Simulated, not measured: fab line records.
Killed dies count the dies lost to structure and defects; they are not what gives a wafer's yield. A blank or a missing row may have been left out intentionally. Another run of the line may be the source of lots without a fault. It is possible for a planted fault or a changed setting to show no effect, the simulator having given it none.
fab line records	flow n5Finfet	part 1 of 2: steps 1 to 16 of 24
record lots=5	wafers=15	lastDay=15
route steps=1938 shown DUMMY_GATE@230
lots that met no fault: from a run of the same line without faults
startH: hours from the record's opening day to when the first of the lot's shown wafers began	waitH: hours since the lot's step before	" same as the row above	L1.1+2: a row that stands for several wafers	- either no value or no given start	* or withheld: withheld	< > ~ a bound
route shown NAME@n: NAME is a module with steps in the file, n the number in the route of the first one	usual: mean/standard deviation taken from wafers without a fault	same: alike in all rows	chamber/n: place in a boat	sites: each site's reading	_std_site: how widely they spread, as a standard deviation	_edge_site: outer sites' mean less inner sites'	radiusMm: for every site, how far away it sits from the centre of the wafer	mask NAME#n: copy n	behind: the most recent tool/chamber to have shaped the wafer	hold: cause of the lot's hold/its duration in hours/its outcome	device: which transistor (n, p or np) failed to switch	end of line: the tests these same wafers got at the end of their route	where a step has no rows: the recipe by itself	killed: not the wafer's yield, but the dies lost to structure and defects at the first sort	map: a wafer's dies, x killed, . not, _ none there
set.NAME: the run value of the setting; set.NAME@STEP: its run value at that earlier step	model.NAME: the simulator's own value behind a step, which no gauge read
lots at some steps of the route; a table a step, a row a wafer
services: from which hour (startH, from the record's first day; less than 0 if before it) a tool's chamber was out of use, for how many hours, and why
## steps
# step N5_DUMMY_GATE_DEVELOP_14
# recipe developTimeS=30	developer=TMAH	resist=CAR-EUV	rinseLiquid=surfactantRinse	dry=airSpin	devTempC=23
# usual resistLineTempC=23.00/0.095
lot.wafer	tool	chamber	startH	waitH	resistLineTempC
L076.1	lithoTrack-03	0	-	-	23.01
L076.3	"	0	"	"	22.88
L076.4	"	0	"	"	22.99
L081.1	lithoTrack-01	0	-	-	22.88
L081.3	"	0	"	"	23.04
L081.5	"	0	"	"	22.88
L086.3	lithoTrack-03	0	-	-	22.97
L086.5	"	0	"	"	23.08
L086.6	"	0	"	"	22.96
L087.1	lithoTrack-02	0	-	-	23.11
L087.4	"	0	"	"	23.10
L087.5	"	0	"	"	23.07
L092.1	lithoTrack-02	0	-	-	22.97
L092.3	"	0	"	"	23.03
L092.5	"	0	"	"	23.07
# step N5_DUMMY_GATE_CD_MEAS_15
# recipe targetCdNm=25.8	landingEnergyEv=500	detector=seInlens
# usual cdNm=24.98/0.24
lot.wafer	tool	chamber	startH	waitH	cdNm
L076.1	cdSem-01	0	57.13	-	25.16
L076.3	"	0	"	"	24.81
L076.4	"	0	"	"	25.08
L081.1	cdSem-01	0	90.27	-	24.60
L081.3	"	0	"	"	25.10
L081.5	"	0	"	"	24.87
L086.3	cdSem-02	0	119.91	-	25.33
L086.5	"	0	"	"	24.85
L086.6	"	0	"	"	25.12
L087.1	cdSem-02	0	124.43	-	25.02
L087.4	"	0	"	"	24.32
L087.5	"	0	"	"	24.75
L092.1	cdSem-01	0	154.01	-	25.02
L092.3	"	0	"	"	25.32
L092.5	"	0	"	"	25.36
# step N5_DUMMY_GATE_OVL_MEAS_16
# recipe pointsPerWafer=522
# usual GATE_OVL=0.3/0.79
lot.wafer	tool	chamber	startH	waitH	GATE_OVL[nm]
L076.1	overlay-02	0	57.17	0.0	0.7
L076.3	"	0	"	"	0.4
L076.4	"	0	"	"	-0.7
L081.1	overlay-01	0	90.31	0.0	-0.7
L081.3	"	0	"	"	1.4
L081.5	"	0	"	"	0.5
L086.3	overlay-01	0	119.96	0.0	0.6
L086.5	"	0	"	"	0.1
L086.6	"	0	"	"	0.2
L087.1	overlay-01	0	124.47	0.0	1.1
L087.4	"	0	"	"	-0.2
L087.5	"	0	"	"	0.6
L092.1	overlay-01	0	154.05	0.0	1.5
L092.3	"	0	"	"	1.4
L092.5	"	0	"	"	1.4
# step N5_DUMMY_GATE_INSPECT_17
# recipe mode=adi	inspectInstrument=brightfield
# usual rawDefectCount=185/47
lot.wafer	tool	chamber	startH	waitH	rawDefectCount
L076.1	defectInspect-01	-	57.23	0.1	251
L076.3	"	-	"	"	174
L076.4	"	-	"	"	176
L081.1	defectInspect-01	-	90.36	0.1	212
L081.3	"	-	"	"	139
L081.5	"	-	"	"	184
L086.3	defectInspect-02	-	120.01	0.0	353
L086.5	"	-	"	"	220
L086.6	"	-	"	"	229
L087.1	defectInspect-01	-	124.53	0.1	264
L087.4	"	-	"	"	209
L087.5	"	-	"	"	156
L092.1	defectInspect-01	-	154.11	0.1	202
L092.3	"	-	"	"	151
L092.5	"	-	"	"	186
# step N5_DUMMY_GATE_DESCUM_20
# recipe chemistry=O2	timeS=6.2	sourcePowerW=50	biasPowerW=20	pressureMtorr=20	rfFrequencyHz=2.712e+07	tempC=40	resist=CAR-EUV	o2FlowSccm=225
# usual drypumpMotorCurrentA=5.5/0.48	oesProductAu=0.79/0.087	rfVppV=243.2/1.3	showerheadPlenumPTorr=2.09/0.074	throttleValvePct=20.46/0.2
lot.wafer	tool	chamber	startH	waitH	drypumpMotorCurrentA	oesProductAu	rfHoursCounterH	rfVppV	showerheadPlenumPTorr	throttleValvePct
L076.1	rieDiel-03	2	57.46	0.2	5.0	0.80	118	242.1	2.03	20.36
L076.3	"	1	"	"	6.1	1.04	1	242.7	2.05	20.19
L076.4	"	3	"	"	5.4	0.74	191	244.8	2.18	20.52
L081.1	rieDiel-01	0	90.40	0.0	4.9	0.93	30	244.1	2.13	20.47
L081.3	"	2	"	"	5.0	0.72	204	241.9	2.06	20.79
L081.5	"	0	"	"	4.9	0.92	-	242.5	2.13	20.44
L086.3	rieDiel-03	0	120.04	0.0	5.9	0.75	146	243.7	2.11	20.63
L086.5	"	3	"	"	5.4	0.72	-	243.9	2.18	20.54
L086.6	"	2	"	"	5.0	0.77	-	241.9	2.02	20.40
L087.1	rieDiel-01	3	124.57	0.0	5.3	0.71	189	242.5	1.99	20.37
L087.4	"	0	"	"	4.9	0.89	41	243.0	2.13	20.47
L087.5	"	3	"	"	5.3	0.70	-	240.9	1.99	20.39
L092.1	rieDiel-05	0	154.14	0.0	5.6	0.78	111	240.7	1.96	20.53
L092.3	"	2	"	"	6.7	0.82	96	245.5	2.20	19.99
L092.5	"	2	"	"	6.8	0.83	-	244.6	2.20	19.98
# step N5_DUMMY_GATE_ETCH_29
# recipe chemistry=N2/H2	target=underlayer	targetDepthA=130	ionEnergyEv=200	pressureMtorr=30	sourceW=840	biasW=150	n2FlowSccm=200	h2FlowSccm=200
# usual drypumpMotorCurrentA=5.5/0.48	oesProductAu=0.79/0.087	rfVppV=523.5/2.6	showerheadPlenumPTorr=2.54/0.086	throttleValvePct=17.91/0.28
lot.wafer	tool	chamber	startH	waitH	drypumpMotorCurrentA	oesProductAu	rfHoursCounterH	rfVppV	showerheadPlenumPTorr	throttleValvePct
L076.1	rieDiel-03	2	57.52	0.0	5.1	0.79	118	520.3	2.43	17.55
L076.3	"	1	"	"	6.1	0.99	1	523.3	2.53	17.84
L076.4	"	3	"	"	5.4	0.72	191	525.8	2.63	17.88
L081.1	rieDiel-01	0	90.46	0.0	4.9	0.92	30	525.2	2.61	18.04
L081.3	"	2	"	"	5.0	0.71	204	522.9	2.52	18.41
L081.5	"	0	"	"	4.9	0.91	-	525.7	2.61	18.03
L086.3	rieDiel-03	0	120.10	0.0	5.9	0.75	146	523.3	2.55	18.09
L086.5	"	3	"	"	5.4	0.71	-	525.6	2.62	17.93
L086.6	"	2	"	"	5.1	0.78	-	521.2	2.43	17.58
L087.1	rieDiel-01	3	124.63	0.0	5.3	0.71	189	520.3	2.44	17.92
L087.4	"	0	"	"	4.9	0.89	41	525.1	2.60	18.04
L087.5	"	3	"	"	5.4	0.71	-	519.1	2.44	17.93
L092.1	rieDiel-05	0	154.21	0.0	5.6	0.79	111	518.3	2.35	17.81
L092.3	"	2	"	"	6.7	0.83	96	527.6	2.68	17.51
L092.5	"	2	"	"	6.8	0.84	-	528.3	2.68	17.50
# step N5_DUMMY_GATE_ETCH_36
# recipe chemistry=CF4	target=SiARC	targetDepthA=130	pressureMtorr=40	sourceW=545	biasW=36	Ar_flow_sccm=100	cf4FlowSccm=100	ionEnergyEv=80
# usual drypumpMotorCurrentA=5.5/0.48	mfcArSccm=100.1/0.32	oesProductAu=0.80/0.089	rfVppV=184.1/1.3	showerheadPlenumPTorr=2.14/0.065	throttleValvePct=15.60/0.24
lot.wafer	tool	chamber	startH	waitH	drypumpMotorCurrentA	mfcArSccm	oesProductAu	rfHoursCounterH	rfVppV	showerheadPlenumPTorr	throttleValvePct
L076.1	rieDiel-03	2	57.56	0.0	5.0	100.4	0.79	118	182.6	2.08	15.60
L076.3	"	1	"	"	6.1	100.1	0.99	1	182.8	2.11	15.31
L076.4	"	3	"	"	5.4	99.9	0.73	191	185.9	2.21	15.59
L081.1	rieDiel-01	0	90.50	0.0	4.9	100.1	0.91	30	185.8	2.17	15.47
L081.3	"	2	"	"	5.0	100.7	0.71	204	184.3	2.12	16.07
L081.5	"	0	"	"	4.9	100.6	0.93	-	184.6	2.17	15.47
L086.3	rieDiel-03	0	120.14	0.0	5.9	100.5	0.74	146	183.0	2.14	15.66
L086.5	"	3	"	"	5.4	100.5	0.72	-	184.9	2.21	15.64
L086.6	"	2	"	"	5.1	100.4	0.78	-	181.1	2.07	15.65
L087.1	rieDiel-01	3	124.67	0.0	5.3	99.8	0.71	189	183.4	2.05	15.62
L087.4	"	0	"	"	4.9	100.3	0.91	41	183.4	2.17	15.49
L087.5	"	3	"	"	5.3	99.9	0.72	-	182.2	2.05	15.62
L092.1	rieDiel-05	0	154.25	0.0	5.6	100.2	0.80	111	182.2	2.00	15.55
L092.3	"	2	"	"	6.8	100.4	0.83	96	185.5	2.23	15.12
L092.5	"	2	"	"	6.7	100.4	0.83	-	186.2	2.23	15.13
# step N5_DUMMY_GATE_ETCH_37
# recipe chemistry=N2/H2	target=SOC	targetDepthA=600	overetchA=300	tempC=40	ionEnergyEv=200	pressureMtorr=30	sourceW=840	biasW=150	n2FlowSccm=200	h2FlowSccm=200
# usual drypumpMotorCurrentA=5.5/0.48	oesProductAu=0.63/0.065	rfVppV=523.8/2.6	showerheadPlenumPTorr=2.54/0.086	throttleValvePct=17.84/0.28
lot.wafer	tool	chamber	startH	waitH	drypumpMotorCurrentA	oesProductAu	rfHoursCounterH	rfVppV	showerheadPlenumPTorr	throttleValvePct
L076.1	rieDiel-03	2	57.60	0.0	5.1	0.63	118	520.8	2.44	17.46
L076.3	"	1	"	"	6.1	0.80	1	522.5	2.53	17.77
L076.4	"	3	"	"	5.4	0.59	191	525.3	2.63	17.83
L081.1	rieDiel-01	0	90.54	0.0	4.9	0.72	30	525.9	2.61	17.97
L081.3	"	2	"	"	5.0	0.57	204	522.0	2.52	18.32
L081.5	"	0	"	"	4.9	0.72	-	523.7	2.61	17.97
L086.3	rieDiel-03	0	120.18	0.0	5.9	0.59	146	524.1	2.55	18.02
L086.5	"	3	"	"	5.4	0.57	-	526.4	2.62	17.88
L086.6	"	2	"	"	5.1	0.61	-	520.6	2.43	17.51
L087.1	rieDiel-01	3	124.71	0.0	5.3	0.57	189	521.3	2.44	17.86
L087.4	"	0	"	"	4.9	0.71	41	524.8	2.60	17.99
L087.5	"	3	"	"	5.3	0.56	-	519.0	2.44	17.87
L092.1	rieDiel-05	0	154.29	0.0	5.6	0.61	111	518.5	2.35	17.75
L092.3	"	2	"	"	6.7	0.64	96	527.6	2.68	17.44
L092.5	"	2	"	"	6.7	0.65	-	529.6	2.68	17.41
# step N5_DUMMY_GATE_STRIP_38
# recipe chemistry=N2/H2	tempC=40	n2FlowSccm=200	h2FlowSccm=200	rfFrequencyHz=6e+07
lot.wafer	tool	chamber	startH	waitH
L076.1+3+4	rieDiel-03	2,1,3	57.64	0.0
L081.1+3+5	rieDiel-01	0,2,0	90.58	0.0
L086.3+5+6	rieDiel-03	0,3,2	120.22	0.0
L087.1+4+5	rieDiel-01	3,0,3	124.75	0.0
L092.1+3+5	rieDiel-05	0,2,2	154.33	0.0
# step N5_DUMMY_GATE_STRIP_39
# recipe chemistry=N2/H2	tempC=40	n2FlowSccm=200	h2FlowSccm=200	rfFrequencyHz=6e+07
lot.wafer	tool	chamber	startH	waitH
L076.1+3+4	rieDiel-03	2,1,3	57.65	0.0
L081.1+3+5	rieDiel-01	0,2,0	90.59	0.0
L086.3+5+6	rieDiel-03	0,3,2	120.23	0.0
L087.1+4+5	rieDiel-01	3,0,3	124.76	0.0
L092.1+3+5	rieDiel-05	0,2,2	154.34	0.0
# step N5_DUMMY_GATE_TRIM_49
# recipe chemistry=O2	resist=SOC	timeS=29	targetCdNm=14	sourcePowerW=300	biasPowerW=0	O2_flow_sccm=100	tempC=20
# usual drypumpMotorCurrentA=5.5/0.53	oesProductAu=0.998/0.02	throttleValvePct=8.14/0.22
lot.wafer	tool	chamber	startH	waitH	drypumpMotorCurrentA	oesProductAu	rfHoursCounterH	throttleValvePct
L076.1	rieSi-02	0	57.68	0.0	4.9	0.992	9	7.73
L076.3	"	3	"	"	5.5	0.987	131	8.44
L076.4	"	1	"	"	5.5	1.031	1	8.27
L081.1	rieSi-06	0	90.62	0.0	5.3	1.020	20	8.08
L081.3	"	2	"	"	4.9	1.021	110	8.17
L081.5	"	1	"	"	6.2	0.998	-	8.15
L086.3	rieSi-02	1	120.26	0.0	5.5	1.034	2	8.27
L086.5	"	1	"	"	5.5	1.025	-	8.29
L086.6	"	0	"	"	5.0	0.993	-	7.74
L087.1	rieSi-06	1	124.79	0.0	6.2	0.993	79	8.15
L087.4	"	3	"	"	5.0	0.972	71	8.28
L087.5	"	1	"	"	6.2	0.980	-	8.15
L092.1	rieSi-01	2	154.37	0.0	5.6	0.979	176	8.38
L092.3	"	0	"	"	6.5	1.008	133	8.18
L092.5	"	0	"	"	6.5	1.001	-	8.18
# step N5_DUMMY_GATE_STRIP_40
# recipe chemistry=CF4	resist=SiARC	powerW=300	biasPowerW=75	pressureMtorr=50	cf4FlowSccm=150	rfFrequencyHz=6e+07
# usual drypumpMotorCurrentA=5.7/0.52	oesProductAu=0.79/0.077	rfVppV=271.3/1.8	showerheadPlenumPTorr=1.80/0.067	throttleValvePct=13.51/0.22
lot.wafer	tool	chamber	startH	waitH	drypumpMotorCurrentA	oesProductAu	rfHoursCounterH	rfVppV	showerheadPlenumPTorr	throttleValvePct
L076.1	rieDiel-03	3	57.82	0.1	5.4	0.74	191	271.9	1.86	13.58
L076.3	"	0	"	"	5.9	0.76	124	270.7	1.80	13.58
L076.4	"	2	"	"	5.0	0.79	118	270.2	1.75	13.59
L081.1	rieDiel-01	2	90.72	0.1	4.9	0.71	204	270.8	1.79	14.07
L081.3	"	3	"	"	5.3	0.71	178	270.4	1.72	13.57
L081.5	"	3	"	"	5.3	0.72	-	267.8	1.72	13.55
L086.3	rieDiel-05	2	120.36	0.1	6.7	0.82	87	272.8	1.88	13.13
L086.5	"	2	"	"	6.7	0.81	-	274.8	1.88	13.12
L086.6	"	1	"	"	6.1	0.85	-	273.4	1.90	13.36
L087.1	rieDiel-05	2	124.91	0.1	6.8	0.81	88	274.0	1.88	13.13
L087.4	"	3	"	"	5.8	0.71	196	272.0	1.85	13.40
L087.5	"	1	"	"	6.1	0.86	-	274.1	1.90	13.34
L092.1	rieDiel-01	3	154.47	0.1	5.3	0.70	200	271.1	1.72	13.61
L092.3	"	1	"	"	5.8	0.86	34	271.2	1.82	13.51
L092.5	"	2	"	"	5.0	0.69	-	271.2	1.78	14.11
# step N5_DUMMY_GATE_CD_MEAS_50
# recipe targetCdNm=14
# usual cdNm=14.0/0.35
lot.wafer	tool	chamber	startH	waitH	cdNm
L076.1	cdSem-01	-	57.87	0.0	14.4
L076.3	"	-	"	"	14.1
L076.4	"	-	"	"	13.9
L081.1	cdSem-03	-	90.77	0.0	13.8
L081.3	"	-	"	"	14.4
L081.5	"	-	"	"	14.2
L086.3	cdSem-03	-	120.42	0.0	14.0
L086.5	"	-	"	"	14.0
L086.6	"	-	"	"	14.5
L087.1	cdSem-02	-	124.96	0.0	14.6
L087.4	"	-	"	"	14.0
L087.5	"	-	"	"	14.2
L092.1	cdSem-02	-	154.52	0.0	13.7
L092.3	"	-	"	"	13.6
L092.5	"	-	"	"	13.7
# step N5_DUMMY_GATE_ETCH_31
# recipe chemistry=C4F6/O2	target=SiO2	maskMaterial=SOC	targetDepthA=825	timeS=27.5	ionEnergyEv=250	pressureMtorr=30	sourceW=345	biasW=185	Ar_flow_sccm=300	C4F6_flow_sccm=10	O2_flow_sccm=10
# usual drypumpMotorCurrentA=5.6/0.5	mfcArSccm=300.0/0.89	oesProductAu=0.79/0.078	rfVppV=660/15	showerheadPlenumPTorr=2.84/0.1	throttleValvePct=21.05/0.23
lot.wafer	tool	chamber	startH	waitH	drypumpMotorCurrentA	mfcArSccm	oesProductAu	rfHoursCounterH	rfVppV	showerheadPlenumPTorr	throttleValvePct
L076.1	rieDiel-03	0	57.92	0.0	5.9	299.6	0.76	124	685	2.86	21.23
L076.3	"	1	"	"	6.1	299.4	1.00	1	668	2.78	20.87
L076.4	"	3	"	"	5.4	299.9	0.73	191	647	2.94	21.08
L081.1	rieDiel-03	3	90.82	0.0	5.4	300.4	0.72	204	647	2.93	21.11
L081.3	"	2	"	"	5.1	299.8	0.78	130	659	2.76	21.13
L081.5	"	2	"	"	5.1	298.3	0.78	-	659	2.76	21.12
L086.3	rieDiel-05	0	120.46	0.0	5.6	299.4	0.78	102	637	2.66	21.14
L086.5	"	2	"	"	6.7	299.4	0.83	-	663	2.96	20.54
L086.6	"	3	"	"	5.8	300.1	0.72	-	680	2.94	20.84
L087.1	rieDiel-01	0	125.13	0.2	4.9	299.5	0.90	41	643	2.88	21.12
L087.4	"	1	"	"	5.8	299.0	0.89	29	675	2.90	21.17
L087.5	"	3	"	"	5.3	300.4	0.70	-	652	2.73	21.16
L092.1	rieDiel-01	1	154.60	0.1	5.8	299.8	0.88	34	676	2.90	21.19
L092.3	"	0	"	"	4.9	299.4	0.88	52	642	2.87	21.13
L092.5	"	0	"	"	4.9	299.8	0.88	-	643	2.87	21.13
# step N5_DUMMY_GATE_STRIP_41
# recipe chemistry=O2	powerW=400	tempC=40	pressureMtorr=30	rfFrequencyHz=6e+07	biasPowerW=0	overashFraction=0.3	o2FlowSccm=225
# usual drypumpMotorCurrentA=5.6/0.5	oesProductAu=0.79/0.079	rfVppV=3.6/0.44	showerheadPlenumPTorr=2.10/0.087	throttleValvePct=16.62/0.19
lot.wafer	tool	chamber	startH	waitH	drypumpMotorCurrentA	oesProductAu	rfHoursCounterH	rfVppV	showerheadPlenumPTorr	throttleValvePct
L076.1	rieDiel-03	0	57.97	0.0	5.9	0.77	124	4.3	2.12	16.79
L076.3	"	1	"	"	6.1	1.01	1	3.7	2.06	16.38
L076.4	"	3	"	"	5.4	0.74	191	3.6	2.19	16.73
L081.1	rieDiel-03	3	90.87	0.0	5.4	0.73	204	4.0	2.18	16.76
L081.3	"	2	"	"	5.0	0.78	130	3.0	2.03	16.65
L081.5	"	2	"	"	5.1	0.78	-	3.4	2.03	16.65
L086.3	rieDiel-05	0	120.51	0.0	5.6	0.78	102	3.8	1.96	16.67
L086.5	"	2	"	"	6.7	0.83	-	3.7	2.21	16.23
L086.6	"	3	"	"	5.7	0.71	-	3.6	2.19	16.55
L087.1	rieDiel-01	0	125.18	0.0	4.9	0.90	41	3.6	2.13	16.61
L087.4	"	1	"	"	5.8	0.89	29	4.0	2.15	16.67
L087.5	"	3	"	"	5.3	0.71	-	4.3	1.99	16.63
L092.1	rieDiel-01	1	154.65	0.0	5.8	0.87	34	3.3	2.15	16.67
L092.3	"	0	"	"	4.9	0.87	52	3.8	2.13	16.64
L092.5	"	0	"	"	4.9	0.86	-	3.1	2.13	16.66
# step N5_DUMMY_GATE_HM_OPEN_21
# recipe chemistry=CH3F/O2	target=SiNx	targetDepthA=1200	Ar_flow_sccm=150	CH3F_flow_sccm=30	O2_flow_sccm=23	timeS=171.4	pressureMtorr=30	sourceW=395	biasW=73	ionEnergyEv=120.7
# usual drypumpMotorCurrentA=5.6/0.5	mfcArSccm=150.0/0.46	oesProductAu=0.79/0.079	rfVppV=297/6.8	showerheadPlenumPTorr=2.02/0.079	throttleValvePct=16.37/0.21
lot.wafer	tool	chamber	startH	waitH	drypumpMotorCurrentA	mfcArSccm	oesProductAu	rfHoursCounterH	rfVppV	showerheadPlenumPTorr	throttleValvePct
L076.1	rieDiel-03	0	58.01	0.0	5.9	150.1	0.76	124	307	2.03	16.54
L076.3	"	1	"	"	6.1	149.3	1.00	1	301	1.97	16.13
L076.4	"	3	"	"	5.4	150.6	0.73	192	292	2.09	16.45
L081.1	rieDiel-03	3	90.91	0.0	5.4	149.1	0.72	204	292	2.09	16.46
L081.3	"	2	"	"	5.0	149.8	0.78	130	298	1.95	16.45
L081.5	"	2	"	"	5.0	150.0	0.78	-	296	1.95	16.46
L086.3	rieDiel-05	0	120.55	0.0	5.6	150.0	0.78	102	287	1.88	16.42
L086.5	"	2	"	"	6.8	149.3	0.84	-	298	2.11	15.92
L086.6	"	3	"	"	5.8	150.5	0.73	-	305	2.09	16.23
L087.1	rieDiel-01	0	125.22	0.0	4.9	150.6	0.89	41	290	2.05	16.37
L087.4	"	1	"	"	5.8	150.5	0.90	29	304	2.06	16.42
L087.5	"	3	"	"	5.4	149.6	0.71	-	293	1.93	16.47
L092.1	rieDiel-01	1	154.69	0.0	5.8	149.9	0.88	34	303	2.06	16.43
L092.3	"	0	"	"	4.9	150.4	0.88	52	290	2.04	16.39
L092.5	"	0	"	"	4.9	149.5	0.88	-	290	2.04	16.41
